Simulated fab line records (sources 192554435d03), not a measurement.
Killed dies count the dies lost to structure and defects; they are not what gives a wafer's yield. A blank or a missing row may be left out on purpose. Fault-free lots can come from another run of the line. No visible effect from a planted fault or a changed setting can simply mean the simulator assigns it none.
Chamber matching	flow n5Finfet	4 sister chambers for N5_PMOS_HMC_CHANNEL_EPI_CMP_21 on cmp-04
The step polishes SiGe30, target thk 54 nm. 8 wafers are shown with their chamber, then 12 later ones without.

== WAFERS, EACH WITH ITS CHAMBER ==
wafer	chamber	motorCurrentA (A)
L082.2	2	12.6
L082.4	0	12.2
L084.3	2	12.3
L084.4	1	11.9
L084.5	3	12.7
L089.1	1	12.0
L089.2	3	12.5
L089.4	0	12.4

== WAFERS WITH NO CHAMBER GIVEN ==
wafer	motorCurrentA (A)
L092.2	11.7
L092.4	13.0
L092.6	12.0
L093.2	11.7
L093.5	12.0
L093.6	11.9
L095.1	12.4
L095.3	11.5
L095.4	13.0
L097.1	12.2
L097.2	11.5
L097.6	12.7

== EACH ONE'S CHAMBER ==
wafer	from the rows above	in truth
L092.2	1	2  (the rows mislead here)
L092.4	can't be placed: 3 or 2 or 0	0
L092.6	can't be placed: 1 or 0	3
L093.2	1	1
L093.5	can't be placed: 1 or 0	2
L093.6	1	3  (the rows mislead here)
L095.1	can't be placed: 2 or 0 or 3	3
L095.3	1	1
L095.4	can't be placed: 3 or 2 or 0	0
L097.1	can't be placed: 0 or 1 or 2 or 3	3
L097.2	1	1
L097.6	can't be placed: 3 or 2 or 0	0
Placed correctly: 3 of 12. Can't be placed from these rows: 7 (the true chamber is among the candidates in 5). Wrongly placed: 2.
How it was worked out, from the rows above alone: a wafer's distance from a chamber is the root of the sum, over the readings, of the square of ((its reading less the chamber's mean) divided by the reading's scatter). If the next closest chamber is less than 2 further off than the closest, the wafer can't be placed; otherwise it belongs to the closest. The mean given for a chamber averages the wafers shown for that chamber. How the scatter is found: for the shown wafers, subtract from each reading the mean of its chamber, square and add these, divide the total by (wafers less chambers), then take the root.
